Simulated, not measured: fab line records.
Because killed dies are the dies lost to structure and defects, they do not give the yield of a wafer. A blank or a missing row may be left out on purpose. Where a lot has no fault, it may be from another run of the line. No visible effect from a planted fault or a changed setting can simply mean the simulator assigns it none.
fab line records	flow n5-finfet
[record] lots = 9	wafers = 24	last-day = 19
route steps=1938 shown MOL_CONTACT_COAG@559 BEOL_M4@1111 PASSIVATION@1936
lots untouched by any fault: they come from a run of this same line in which no faults occurred
start-h: the number of hours between the record's first day and the start of the first shown wafer of the lot	wait-h: how many hours have passed since the lot's step before this one	" the same as in the row above	L1.1+2: one row covering several wafers at once	- either no value or no given start	* or withheld: withheld	< > ~ a bound
route shown NAME@n: a module of which the file shows steps, and the number in the route of the first	usual: the fault-free wafers' mean and standard deviation	same: alike in all rows	chamber/n: place in a boat	sites: the reading at each site	_std_site: how widely they spread, as a standard deviation	_edge_site: mean of outer sites minus mean of inner sites	radius-mm: for every site, how far away it sits from the centre of the wafer	mask NAME#n: copy n	behind: the tool/chamber that last shaped the wafer	hold: cause of the lot's hold/its duration in hours/its outcome	device: transistor that didn't switch, given as n, p or np	end of line: the route-end tests of the same wafers	where a step has no rows: the recipe by itself	killed: count of dies lost to structure and defects at first sort (not the wafer's yield)	map: per-die view of a wafer (x killed, . not killed, _ where there is no die)
set.NAME: the setting as run; set.NAME@STEP: as run at that earlier step	model.NAME: the simulator's own value behind a step, which no gauge read
the route's steps for a sample of lots (tables are steps, rows are wafers)
services: when a tool's chamber went out of use (start-h, in hours from the record's first day, below 0 if earlier), for how many hours, and the reason
[[steps]]
[step N5_MOL_CONTACT_COAG_ALD_27]
[recipe] material = SiOC	target-thk-a = 170	temp-c = 400	ald-precursor-family = carbosiloxane	ald-co-reactant = H2-plasma	pulse-time-s = 1.5	time-s = 2720	purge-time-s = 2	co-reactant-purge-time-s = 2	ald-cycles = 340	pressure-torr = 2
[usual] heater-power-w = 833/79	precursor-pulse-height-rel = 1.001/0.018
lot.wafer	tool	chamber	start-h	wait-h	heater-power-w	precursor-pulse-height-rel
L760.1	ald-sin-01	3	118.72	0.0	824	0.998
L760.3	"	2	"	"	822	1.028
L760.6	"	2	"	"	846	1.020
L762.3	ald-sin-03	3	133.49	0.0	830	0.996
L762.4	"	1	"	"	798	1.000
L762.5	"	0	"	"	774	0.988
L763.2	ald-sin-04	1	139.29	0.0	845	0.997
L763.4	"	0	"	"	748	1.017
L763.5	"	2	"	"	1070	0.982
L765.3	ald-sin-01	3	145.35	0.0	833	1.010
L765.5	"	3	"	"	826	1.003
L765.6	"	0	"	"	860	1.005
L770.1	ald-sin-04	0	201.75	0.0	743	1.002
L770.4	"	2	"	"	1053	0.984
L770.6	"	3	"	"	784	0.997
L775.1	ald-sin-04	1	228.75	0.0	859	0.980
L775.5	"	1	"	"	855	1.013
L773.2	ald-sin-03	2	231.90	0.3	790	1.000
L773.4	"	3	"	"	847	1.038
L774.4	ald-sin-03	1	237.20	0.0	780	1.010
L774.5	"	0	"	"	793	0.987
L774.6	"	1	"	"	789	0.986
L778.1	ald-sin-04	1	238.41	0.1	847	1.005
L778.3	"	2	"	"	1045	0.992
[step N5_MOL_CONTACT_COAG_ALD_123]
[recipe] material = SiNx	target-thk-a = 50	temp-c = 400	ald-precursor-family = SiH2I2	ald-co-reactant = N2/H2-plasma	pulse-time-s = 1	purge-time-s = 2	co-reactant-purge-time-s = 2	ald-cycles = 100	pressure-torr = 2
[usual] heater-power-w = 829/71	precursor-pulse-height-rel = 1.001/0.021
lot.wafer	tool	chamber	start-h	wait-h	heater-power-w	precursor-pulse-height-rel
L760.1	ald-sin-03	3	120.74	0.2	843	1.013
L760.3	"	0	"	"	792	0.965
L760.6	"	3	"	"	836	0.976
L762.3	ald-sin-03	2	135.39	0.0	790	1.017
L762.4	"	1	"	"	782	1.018
L762.5	"	1	"	"	788	0.986
L763.2	ald-sin-03	3	141.19	0.0	860	0.986
L763.4	"	2	"	"	782	0.978
L763.5	"	1	"	"	789	1.010
L765.3	ald-sin-03	0	147.25	0.0	787	0.991
L765.5	"	3	"	"	857	1.026
L765.6	"	2	"	"	788	0.997
L770.1	ald-sin-01	3	206.03	2.4	827	1.001
L770.4	"	0	"	"	870	1.025
L770.6	"	1	"	"	847	1.014
L775.1	ald-sin-03	1	231.32	0.0	811	0.983
L775.5	"	2	"	"	799	1.011
L773.2	ald-sin-03	1	233.80	0.0	800	1.004
L773.4	"	3	"	"	869	0.966
L774.4	ald-sin-03	3	239.17	0.1	879	1.007
L774.5	"	0	"	"	797	1.033
L774.6	"	1	"	"	789	1.033
L778.1	ald-sin-03	3	240.42	0.0	848	1.021
L778.3	"	2	"	"	793	1.028
[step N5_MOL_CONTACT_COAG_INSPECT_57]
[recipe] mode = adi	inspect-instrument = brightfield
[usual] raw-defect-count = 193/51
lot.wafer	tool	chamber	start-h	wait-h	raw-defect-count
L760.1	defect-inspect-01	-	121.80	0.1	191
L760.3	"	-	"	"	147
L760.6	"	-	"	"	122
L762.3	defect-inspect-01	-	136.32	0.0	1373
L762.4	"	-	"	"	1432
L762.5	"	-	"	"	1345
L763.2	defect-inspect-02	-	142.12	0.0	1336
L763.4	"	-	"	"	1353
L763.5	"	-	"	"	1385
L765.3	defect-inspect-02	-	148.43	0.2	1369
L765.5	"	-	"	"	1341
L765.6	"	-	"	"	1284
L770.1	defect-inspect-02	-	207.01	0.1	112
L770.4	"	-	"	"	170
L770.6	"	-	"	"	170
L775.1	defect-inspect-02	-	232.39	0.1	211
L775.5	"	-	"	"	208
L773.2	defect-inspect-01	-	234.88	0.0	111
L773.4	"	-	"	"	164
L774.4	defect-inspect-01	-	240.12	0.0	158
L774.5	"	-	"	"	169
L774.6	"	-	"	"	242
L778.1	defect-inspect-01	-	241.36	0.1	228
L778.3	"	-	"	"	298
[step N5_MOL_CONTACT_COAG_DESCUM_88]
[recipe] chemistry = O2	time-s = 7	source-power-w = 50	bias-power-w = 20	pressure-mtorr = 20	rf-frequency-hz = 2.712e+07	temp-c = 40	resist = CAR-EUV	o2-flow-sccm = 225
[usual] drypump-motor-current-A = 5.6/0.48	oes-product-au = 0.80/0.092	rf-vpp-V = 243.6/1.4	showerhead-plenum-p-Torr = 2.12/0.079	throttle-valve-pct = 20.41/0.27
lot.wafer	tool	chamber	start-h	wait-h	drypump-motor-current-A	oes-product-au	rf-hours-counter-h	rf-vpp-V	showerhead-plenum-p-Torr	throttle-valve-pct
L760.1	rie-diel-06	1	121.83	0.0	5.8	0.78	123	240.9	2.02	20.46
L760.3	"	2	"	"	4.9	0.68	220	242.2	2.08	20.17
L760.6	"	1	"	"	5.8	0.78	-	241.4	2.02	20.45
L762.3	rie-diel-05	3	136.35	0.0	5.6	0.69	209	244.2	2.16	20.76
L762.4	"	1	"	"	5.1	0.70	236	245.1	2.17	20.86
L762.5	"	2	"	"	5.2	0.99	-	245.3	2.22	19.93
L763.2	rie-diel-05	0	142.16	0.0	6.5	0.76	155	242.3	2.00	20.35
L763.4	"	1	"	"	5.1	0.70	237	242.3	2.16	20.88
L763.5	"	0	"	"	6.5	0.76	-	242.0	2.00	20.34
L765.3	rie-diel-04	3	148.56	0.1	5.8	0.78	143	241.4	2.00	20.56
L765.5	"	0	"	"	4.8	0.85	-	244.7	2.11	20.13
L765.6	"	1	"	"	5.9	0.74	-	244.2	2.16	20.11
L770.1	rie-diel-06	2	207.10	0.1	4.9	0.67	248	242.5	2.07	20.22
L770.4	"	2	"	"	5.0	0.67	-	242.6	2.07	20.21
L770.6	"	0	"	"	5.8	0.92	-	245.0	2.21	20.32
L775.1	rie-diel-06	0	232.43	0.0	5.8	0.89	48	245.1	2.21	20.34
L775.5	"	0	"	"	5.8	0.88	-	244.4	2.21	20.34
L773.2	rie-diel-04	1	235.13	0.3	5.9	0.72	196	243.5	2.15	20.17
L773.4	"	2	"	"	5.8	0.78	103	243.0	2.12	20.59
L774.4	rie-diel-04	0	240.39	0.3	4.7	0.80	101	245.2	2.10	20.18
L774.5	"	2	"	"	5.8	0.78	-	244.4	2.12	20.60
L774.6	"	1	"	"	5.9	0.72	-	245.5	2.15	20.17
L778.1	rie-diel-06	0	241.40	0.0	5.8	0.88	53	245.6	2.20	20.33
L778.3	"	3	"	"	6.0	0.76	146	246.1	2.21	20.76
[step N5_MOL_CONTACT_COAG_ETCH_89]
[recipe] chemistry = N2/H2	target = underlayer	target-depth-a = 130	mask-material = CAR-EUV	time-s = 10.4	ion-energy-ev = 200	pressure-mtorr = 30	source-w = 840	bias-w = 150	n2-flow-sccm = 200	h2-flow-sccm = 200	ends = cleared
[usual] drypump-motor-current-A = 5.6/0.48	etch-rf-on-time-s = 10.30/0.23	oes-product-au = 0.68/0.076	rf-vpp-V = 524.8/2.8	showerhead-plenum-p-Torr = 2.58/0.097	throttle-valve-pct = 17.80/0.23
lot.wafer	tool	chamber	start-h	wait-h	drypump-motor-current-A	etch-rf-on-time-s	oes-product-au	rf-hours-counter-h	rf-vpp-V	showerhead-plenum-p-Torr	throttle-valve-pct
L760.1	rie-diel-06	1	121.87	0.0	5.8	10.55	0.67	123	521.7	2.46	17.85
L760.3	"	2	"	"	5.0	10.62	0.59	220	523.0	2.51	17.55
L760.6	"	1	"	"	5.8	10.71	0.65	-	519.9	2.46	17.83
L762.3	rie-diel-05	3	136.39	0.0	5.6	10.44	0.60	209	525.5	2.60	18.02
L762.4	"	1	"	"	5.2	10.28	0.60	236	526.9	2.60	18.06
L762.5	"	2	"	"	5.2	10.27	0.84	-	526.7	2.69	17.18
L763.2	rie-diel-05	0	142.19	0.0	6.4	10.60	0.64	155	520.8	2.44	17.76
L763.4	"	1	"	"	5.1	10.31	0.60	237	526.8	2.60	18.07
L763.5	"	0	"	"	6.5	10.66	0.63	-	520.9	2.44	17.77
L765.3	rie-diel-04	3	148.59	0.0	5.8	10.00	0.67	143	521.5	2.43	17.87
L765.5	"	0	"	"	4.8	10.40	0.71	-	526.2	2.56	17.64
L765.6	"	1	"	"	6.0	10.22	0.64	-	526.5	2.64	17.63
L770.1	rie-diel-06	2	207.13	0.0	4.9	10.52	0.58	248	523.4	2.50	17.63
L770.4	"	2	"	"	5.0	10.34	0.58	-	524.2	2.50	17.62
L770.6	"	0	"	"	5.8	10.09	0.78	-	528.0	2.71	17.98
L775.1	rie-diel-06	0	232.46	0.0	5.9	10.13	0.75	48	528.4	2.70	17.98
L775.5	"	0	"	"	5.9	10.15	0.75	-	529.4	2.71	17.99
L773.2	rie-diel-04	1	235.17	0.0	5.9	10.16	0.62	196	526.6	2.62	17.70
L773.4	"	2	"	"	5.8	10.03	0.69	103	523.4	2.58	18.09
L774.4	rie-diel-04	0	240.43	0.0	4.8	10.29	0.69	101	525.2	2.55	17.69
L774.5	"	2	"	"	5.8	9.94	0.68	-	523.6	2.58	18.11
L774.6	"	1	"	"	6.0	10.02	0.63	-	528.3	2.62	17.68
L778.1	rie-diel-06	0	241.43	0.0	5.8	10.14	0.75	53	526.9	2.70	17.99
L778.3	"	3	"	"	6.0	10.32	0.65	146	527.3	2.66	17.95
[step N5_BEOL_M4_RC_MEAS_101]
[usual] DIBL_N = 37.2/2.1	DIBL_P = 37.3/2.3	IOFF_N = 0.18/0.041	IOFF_P = 0.24/0.042	ION_N = 680/13	ION_P = 466/7.7	SS_N = 71.8/0.68	SS_P = 73.5/0.66	VT_N = 249/3.6	VT_P = -248/3.4
lot.wafer	tool	chamber	start-h	wait-h	DIBL_N[mV/V]	DIBL_P[mV/V]	IOFF_N[nA/um]	IOFF_P[nA/um]	ION_N[uA/um]	ION_P[uA/um]	SS_N[mV/dec]	SS_P[mV/dec]	VT_N[mV]	VT_P[mV]
L760.1	prober-02	0	202.25	0.0	37.4	34.9	0.14	0.19	667	458	71.9	73.1	251	-251
L760.3	"	0	"	"	38.0	36.7	0.16	0.21	666	458	71.9	73.1	249	-251
L760.6	"	0	"	"	35.2	31.8	0.11	0.15	652	450	70.9	71.9	257	-256
L762.3	prober-02	0	210.05	0.3	34.4	33.7	0.13	0.19	676	468	71.2	73.0	254	-252
L762.4	"	0	"	"	35.4	35.4	0.14	0.21	668	460	71.7	72.4	252	-248
L762.5	"	0	"	"	35.9	35.8	0.15	0.22	673	464	71.1	73.9	248	-246
L763.2	prober-01	0	210.66	0.2	35.8	37.3	0.16	0.21	681	466	70.9	72.9	252	-251
L763.4	"	0	"	"	37.4	38.3	0.17	0.22	670	460	71.6	73.8	250	-252
L763.5	"	0	"	"	35.7	36.9	0.15	0.19	680	468	71.0	73.2	251	-253
L765.3	prober-02	0	228.33	0.3	35.3	36.0	0.16	0.26	686	475	72.0	73.8	249	-244
L765.5	"	0	"	"	33.3	34.3	0.13	0.22	670	473	70.9	73.4	250	-246
L765.6	"	0	"	"	36.0	36.6	0.18	0.28	686	477	71.9	73.5	249	-240
L770.1	prober-01	0	268.92	0.0	37.5	36.8	0.17	0.22	677	468	71.5	73.2	249	-246
L770.4	"	0	"	"	39.4	39.0	0.21	0.24	681	469	72.1	74.9	248	-247
L770.6	"	0	"	"	38.5	37.9	0.18	0.23	678	466	72.5	73.8	247	-247
L773.2	prober-01	0	305.43	0.2	39.4	40.3	0.22	0.30	684	479	73.5	74.3	247	-246
L773.4	"	0	"	"	39.5	40.7	0.21	0.31	675	470	72.4	74.2	250	-244
L775.1	prober-01	0	308.36	0.4	37.3	36.5	0.15	0.20	673	461	71.4	73.8	254	-255
L775.5	"	0	"	"	39.4	38.5	0.18	0.23	673	456	72.3	74.2	254	-252
L774.4	prober-01	0	316.76	0.5	36.4	38.7	0.18	0.25	686	472	72.6	73.6	246	-246
L774.5	"	0	"	"	36.9	39.7	0.18	0.26	690	480	72.1	73.6	247	-245
L774.6	"	0	"	"	35.1	37.1	0.15	0.23	674	469	72.0	73.0	250	-249
L778.1	prober-01	0	332.36	0.0	33.0	34.6	0.12	0.19	675	472	70.5	72.3	250	-252
L778.3	"	0	"	"	34.9	36.7	0.14	0.23	666	466	71.6	72.7	252	-248
[step N5_PASSIVATION_PROBE_49]
[usual] defect-limited-yield = 91.0/1.6	killed_at_M0_to_M3 = 35/11	killed_at_M4_up = 14/5.3	killed-at-contacts = 13/6.7	killed-at-front-end = 41/12	killed-at-other = 3.9/2.7	killed-dies = 106/19	killed-open = 70/14	killed-short = 35/8.8	sort_bin_5_function = 5.3/1	sort_bin_6_memory = 3.3/0.81	sort-n-pass = 1073/19	sort-yield-pct = 91.0/1.6
[same] gross-dies = 1180	killed-at-back-side = 0	sort_bin_4_leakage[%] = 0	sort_bin_8_speed[%] = 0
lot.wafer	tool	chamber	start-h	wait-h	defect-limited-yield[%]	killed_at_M0_to_M3	killed_at_M4_up	killed-at-contacts	killed-at-front-end	killed-at-other	killed-dies	killed-open	killed-short	sort_bin_5_function[%]	sort_bin_6_memory[%]	sort-n-pass	sort-yield-pct[%]
L760.1	prober-01	-	319.03	0.0	93.7	23	16	8	20	7	74	47	24	3.5	2.7	1106	93.7
L760.3	prober-01	-	319.13	0.1	91.4	38	13	10	37	3	101	60	40	5.6	2.8	1079	91.4
L760.6	prober-01	-	319.28	0.3	92.5	35	13	10	30	1	89	55	32	4.9	2.4	1091	92.5
L763.2	prober-02	-	323.38	0.1	77.5	53	6	165	38	3	265	82	35	13.6	4.8	915	77.5
L763.4	prober-02	-	323.48	0.2	83.1	45	9	104	40	1	199	70	39	10.7	3.4	981	83.1
L763.5	prober-02	-	323.53	0.2	77.4	40	20	180	26	1	267	72	35	13.6	4.8	913	77.4
L762.3	prober-01	-	324.08	0.1	83.7	36	16	103	36	1	192	71	25	9.6	3.9	988	83.7
L762.4	prober-01	-	324.13	0.2	80.8	31	10	152	32	2	227	49	30	11.9	3.5	953	80.8
L762.5	prober-01	-	324.18	0.2	77.9	29	20	159	49	4	261	76	30	13.8	4.6	919	77.9
L765.3	prober-01	-	335.41	0.1	79.0	14	19	172	35	8	248	57	29	12.7	4.1	932	79.0
L765.5	prober-01	-	335.51	0.2	79.8	6	27	156	43	6	238	57	29	12.5	3.7	942	79.8
L765.6	prober-01	-	335.56	0.3	85.0	20	19	105	29	4	177	42	35	9.2	2.7	1003	85.0
L770.1	prober-02	-	370.64	0.0	92.5	31	8	4	40	5	88	48	36	4.2	2.7	1092	92.5
L770.4	prober-02	-	370.79	0.2	90.2	38	15	20	38	5	116	82	33	5.9	3.5	1064	90.2
L770.6	prober-02	-	370.89	0.3	89.9	37	11	8	53	10	119	78	39	5.8	3.6	1061	89.9
L773.2	prober-02	-	409.00	0.1	87.6	59	10	15	62	0	146	96	49	6.7	5.3	1034	87.6
L773.4	prober-02	-	409.10	0.2	89.2	37	11	8	70	2	128	75	52	5.8	3.7	1052	89.2
L775.1	prober-01	-	422.78	0.0	91.0	53	4	3	43	3	106	77	28	5.2	3.1	1074	91.0
L775.5	prober-01	-	422.98	0.2	90.7	40	11	5	52	2	110	77	33	5.3	3.6	1070	90.7
L774.4	prober-02	-	423.56	0.2	91.1	28	10	6	61	0	105	77	27	5.8	3.1	1075	91.1
L774.5	prober-02	-	423.61	0.2	87.5	31	16	14	83	3	147	98	46	6.8	5.3	1033	87.5
L774.6	prober-02	-	423.66	0.3	90.8	42	10	15	40	1	108	75	32	4.9	3.5	1072	90.8
L778.1	prober-01	-	450.01	0.0	89.0	30	14	28	51	7	130	88	42	7.3	3.3	1050	89.0
L778.3	prober-01	-	450.11	0.1	90.6	40	6	15	46	4	111	67	36	5.2	3.4	1069	90.6
// killed by level:class
L760.1 BEOL_M4:geometric-particle:open=9 MOL_CONTACT_COAG:geometric-particle:open=8 BEOL_M0_SAQP:geometric-particle:open=8 BEOL_M0_SAQP:geometric-particle:short=7 FIN_SAQP:geometric-particle:short=5 FIN_SAQP:geometric-particle:open=4 STI_FIN_REVEAL:geometric-particle:open=3 BEOL_M6:geometric-particle:short=3
L760.3 BEOL_M0_SAQP:geometric-particle:open=11 FIN_SAQP:geometric-particle:open=9 BEOL_M0_SAQP:geometric-particle:short=9 MOL_CONTACT_COAG:geometric-particle:open=7 FIN_SAQP:geometric-particle:short=6 BEOL_M3:geometric-particle:open=6 STI_FIN_REVEAL:geometric-particle:open=5 BEOL_M4:geometric-particle:open=5
L760.6 BEOL_M0_SAQP:geometric-particle:short=10 BEOL_M3:geometric-particle:open=8 FIN_SAQP:geometric-particle:open=7 MOL_CONTACT_COAG:geometric-particle:open=7 BEOL_M0_SAQP:geometric-particle:open=7 BEOL_M4:geometric-particle:open=7 FIN_SAQP:geometric-particle:short=6 STI_FIN_REVEAL:geometric-particle:open=5
L763.2 MOL_CONTACT_COAG:unspecified=147 BEOL_M0_SAQP:geometric-particle:short=21 BEOL_M0_SAQP:geometric-particle:open=19 MOL_CONTACT_COAG:geometric-particle:open=16 FIN_SAQP:geometric-particle:open=9 STI_FIN_REVEAL:geometric-particle:open=8 BEOL_M1:geometric-particle:open=6 DUMMY_GATE:geometric-particle:open=4
L763.4 MOL_CONTACT_COAG:unspecified=89 BEOL_M0_SAQP:geometric-particle:open=19 BEOL_M0_SAQP:geometric-particle:short=15 DUMMY_GATE:geometric-particle:open=10 MOL_CONTACT_COAG:geometric-particle:open=10 FIN_SAQP:geometric-particle:open=8 MOL_CONTACT_COAG:geometric-particle:short=5 BEOL_M4:geometric-particle:open=5
L763.5 MOL_CONTACT_COAG:unspecified=158 MOL_CONTACT_COAG:geometric-particle:open=16 BEOL_M0_SAQP:geometric-particle:short=12 BEOL_M0_SAQP:geometric-particle:open=10 BEOL_M4:geometric-particle:open=10 STI_FIN_REVEAL:geometric-particle:open=6 MOL_CONTACT_COAG:geometric-particle:short=6 BEOL_M1:geometric-particle:open=6
L762.3 MOL_CONTACT_COAG:unspecified=96 STI_FIN_REVEAL:geometric-particle:open=17 BEOL_M0_SAQP:geometric-particle:open=13 BEOL_M2:geometric-particle:open=10 BEOL_M5:geometric-particle:open=10 BEOL_M0_SAQP:geometric-particle:short=6 MOL_CONTACT_COAG:geometric-particle:open=4 FIN_SAQP:geometric-particle:short=3
L762.4 MOL_CONTACT_COAG:unspecified=147 BEOL_M3:geometric-particle:open=13 STI_FIN_REVEAL:geometric-particle:open=9 BEOL_M0_SAQP:geometric-particle:short=8 FIN_SAQP:geometric-particle:open=6 FIN_SAQP:geometric-particle:short=6 MOL_CONTACT_COAG:geometric-particle:open=5 BEOL_M0_SAQP:geometric-particle:open=3
L762.5 MOL_CONTACT_COAG:unspecified=154 STI_FIN_REVEAL:geometric-particle:open=20 BEOL_M5:geometric-particle:open=11 BEOL_M0_SAQP:geometric-particle:short=9 BEOL_M1:geometric-particle:open=7 BEOL_M2:geometric-particle:open=7 BEOL_M0_SAQP:geometric-particle:open=5 DUMMY_GATE:geometric-particle:open=4
L765.3 MOL_CONTACT_COAG:unspecified=161 STI_FIN_REVEAL:geometric-particle:open=14 MOL_CONTACT_COAG:geometric-particle:open=9 FIN_SAQP:geometric-particle:open=7 BEOL_M0_SAQP:geometric-particle:short=6 BEOL_M4:geometric-particle:open=5 BEOL_M4:geometric-particle:short=5 FIN_SAQP:geometric-particle:short=4
L765.5 MOL_CONTACT_COAG:unspecified=150 BEOL_M4:geometric-particle:open=17 STI_FIN_REVEAL:geometric-particle:open=12 BEOL_M4:geometric-particle:short=7 FIN_SAQP:geometric-particle:open=6 MOL_CONTACT_COAG:geometric-particle:open=5 FIN_SAQP:geometric-particle:short=4 STARTING-WAFER:geometric-particle:short=4
L765.6 MOL_CONTACT_COAG:unspecified=99 BEOL_M0_SAQP:geometric-particle:short=11 BEOL_M4:geometric-particle:open=7 FIN_SAQP:geometric-particle:short=5 STI_FIN_REVEAL:geometric-particle:open=5 BEOL_M0_SAQP:geometric-particle:open=5 FIN_SAQP:geometric-particle:open=4 GATE_CUT:geometric-particle:short=4
L770.1 BEOL_M0_SAQP:geometric-particle:short=8 STI_FIN_REVEAL:geometric-particle:open=7 FIN_SAQP:geometric-particle:short=6 STI_FIN_REVEAL:geometric-particle:short=6 BEOL_M0_SAQP:geometric-particle:open=6 BEOL_M2:geometric-particle:open=6 FIN_SAQP:geometric-particle:open=4 BEOL_M0:geometric-particle:open=4
L770.4 MOL_CONTACT_COAG:geometric-particle:open=15 STI_FIN_REVEAL:geometric-particle:open=10 BEOL_M2:geometric-particle:open=10 BEOL_M1:geometric-particle:open=9 FIN_SAQP:geometric-particle:short=8 FIN_SAQP:geometric-particle:open=7 BEOL_M4:geometric-particle:open=7 MOL_CONTACT_COAG:geometric-particle:short=5
L770.6 FIN_SAQP:geometric-particle:open=18 BEOL_M0_SAQP:geometric-particle:open=15 STI_FIN_REVEAL:geometric-particle:open=15 BEOL_M0_SAQP:geometric-particle:short=11 MOL_CONTACT_COAG:geometric-particle:open=7 FIN_SAQP:geometric-particle:short=6 BEOL_M4:geometric-particle:open=5 MIM_BOT:geometric-particle:short=5
L773.2 STI_FIN_REVEAL:geometric-particle:open=22 BEOL_M0_SAQP:geometric-particle:short=16 BEOL_M0_SAQP:geometric-particle:open=13 FIN_SAQP:geometric-particle:open=11 BEOL_M1:geometric-particle:open=10 FIN_SAQP:geometric-particle:short=9 MOL_CONTACT_COAG:geometric-particle:open=9 BEOL_M2:geometric-particle:open=8
L773.4 FIN_SAQP:geometric-particle:short=22 STI_FIN_REVEAL:geometric-particle:open=19 FIN_SAQP:geometric-particle:open=9 BEOL_M0_SAQP:geometric-particle:open=9 BEOL_M0_SAQP:geometric-particle:short=9 BEOL_M2:geometric-particle:open=6 MOL_CONTACT_COAG:geometric-particle:open=5 BEOL_M3:geometric-particle:open=5
L775.1 STI_FIN_REVEAL:geometric-particle:open=16 BEOL_M3:geometric-particle:open=12 BEOL_M0_SAQP:geometric-particle:open=11 BEOL_M1:geometric-particle:open=8 BEOL_M2:geometric-particle:open=8 FIN_SAQP:geometric-particle:open=6 BEOL_M0_SAQP:geometric-particle:short=6 GATE_CUT:geometric-particle:short=5
L775.5 STI_FIN_REVEAL:geometric-particle:open=16 BEOL_M0_SAQP:geometric-particle:open=11 BEOL_M0_SAQP:geometric-particle:short=10 BEOL_M2:geometric-particle:open=9 GATE_CUT:geometric-particle:short=7 DUMMY_GATE:geometric-particle:short=5 DUMMY_GATE:geometric-particle:open=5 BEOL_M3:geometric-particle:open=5
L774.4 STI_FIN_REVEAL:geometric-particle:open=18 BEOL_M2:geometric-particle:open=10 FIN_SAQP:geometric-particle:open=9 GATE_CUT:geometric-particle:short=9 GATE_CUT:geometric-particle:open=7 MOL_CONTACT_COAG:geometric-particle:open=6 BEOL_M0_SAQP:geometric-particle:short=6 BEOL_M0:geometric-particle:open=5
L774.5 STI_FIN_REVEAL:geometric-particle:open=25 FIN_SAQP:geometric-particle:open=16 MOL_CONTACT_COAG:geometric-particle:open=14 FIN_SAQP:geometric-particle:short=12 STI_FIN_REVEAL:geometric-particle:short=8 BEOL_M2:geometric-particle:open=7 BEOL_M0_SAQP:geometric-particle:open=6 STARTING-WAFER:geometric-particle:open=5
L774.6 FIN_SAQP:geometric-particle:open=14 MOL_CONTACT_COAG:geometric-particle:open=12 BEOL_M0_SAQP:geometric-particle:short=12 BEOL_M0_SAQP:geometric-particle:open=11 STI_FIN_REVEAL:geometric-particle:open=9 FIN_SAQP:geometric-particle:short=8 BEOL_M2:geometric-particle:open=5 BEOL_M1:geometric-particle:open=4
L778.1 MOL_CONTACT_COAG:geometric-particle:open=24 STI_FIN_REVEAL:geometric-particle:open=15 GATE_CUT:geometric-particle:short=8 BEOL_M3:geometric-particle:open=6 FIN_SAQP:geometric-particle:short=5 BEOL_M2:geometric-particle:open=5 BEOL_M0_SAQP:geometric-particle:open=5 BEOL_M1:geometric-particle:open=5
L778.3 BEOL_M0_SAQP:geometric-particle:short=13 STI_FIN_REVEAL:geometric-particle:open=12 MOL_CONTACT_COAG:geometric-particle:open=12 BEOL_M0_SAQP:geometric-particle:open=11 BEOL_M2:geometric-particle:open=7 HKMG_FIN:area-etch=6 STI_FIN_REVEAL:geometric-particle:short=5 DUMMY_GATE:geometric-particle:open=5
[[services]]
tool	chamber	start-h	hours	kind
rie-diel-05	2	95.16	-	clean
rie-diel-05	2	95.16	-	consumable-replace:focus-ring
rie-diel-05	2	95.16	-	consumable-replace:showerhead
rie-diel-05	2	95.16	32.9	scheduled-down
rie-diel-05	2	95.16	32.9	vent-cycle
rie-diel-04	1	106.99	5.1	repair
ald-sin-03	0	108.21	10.9	repair
ald-sin-04	-	111.52	0.6	repair
ald-sin-04	1	117.69	4.4	repair
rie-diel-05	0	147.50	7.9	repair
ald-sin-01	2	154.61	3.5	repair
ald-sin-03	3	157.48	4.7	repair
rie-diel-04	2	158.73	9.8	repair
ald-sin-01	-	176.75	14.0	pm
ald-sin-04	1	184.90	24.7	repair
rie-diel-05	2	186.93	18.4	repair
ald-sin-01	3	193.72	11.2	repair
rie-diel-06	1	194.90	14.0	repair
rie-diel-06	2	211.29	-	clean
rie-diel-06	2	211.29	-	consumable-replace:focus-ring
rie-diel-06	2	211.29	18.5	scheduled-down
rie-diel-06	2	211.29	18.5	vent-cycle
rie-diel-04	2	221.50	5.6	repair
rie-diel-04	2	227.60	7.5	repair
[[key]]
[first-sign] step = N5_MOL_CONTACT_COAG_INSPECT_57	reading = raw-defect-count	direction = up	sigmas = 23	usual = 193	struck = 1358
[effect] step = N5_PASSIVATION_PROBE_49	reading = killed-at-contacts	direction = up	sigmas = 19	usual = 13	struck = 144
[more-kills-born-at] N5_MOL_CONTACT_COAG_ALD_123@ald-sin-03 = 1201
met-at N5_MOL_CONTACT_COAG_ALD_123
struck-lots L762,L763,L765
not-acting-at N5_MOL_CONTACT_COAG_ALD_27,N5_MOL_CONTACT_COAG_DESCUM_88,N5_MOL_CONTACT_COAG_ETCH_89
onset-between 120.74 135.39
[fault] kind = chamber-particle-source	tool = ald-sin-03	chamber = -	onset-h = 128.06	steps = N5_MOL_CONTACT_COAG_ALD_123	rate-per-visit-cm2 = 1.7721	end-h = 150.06
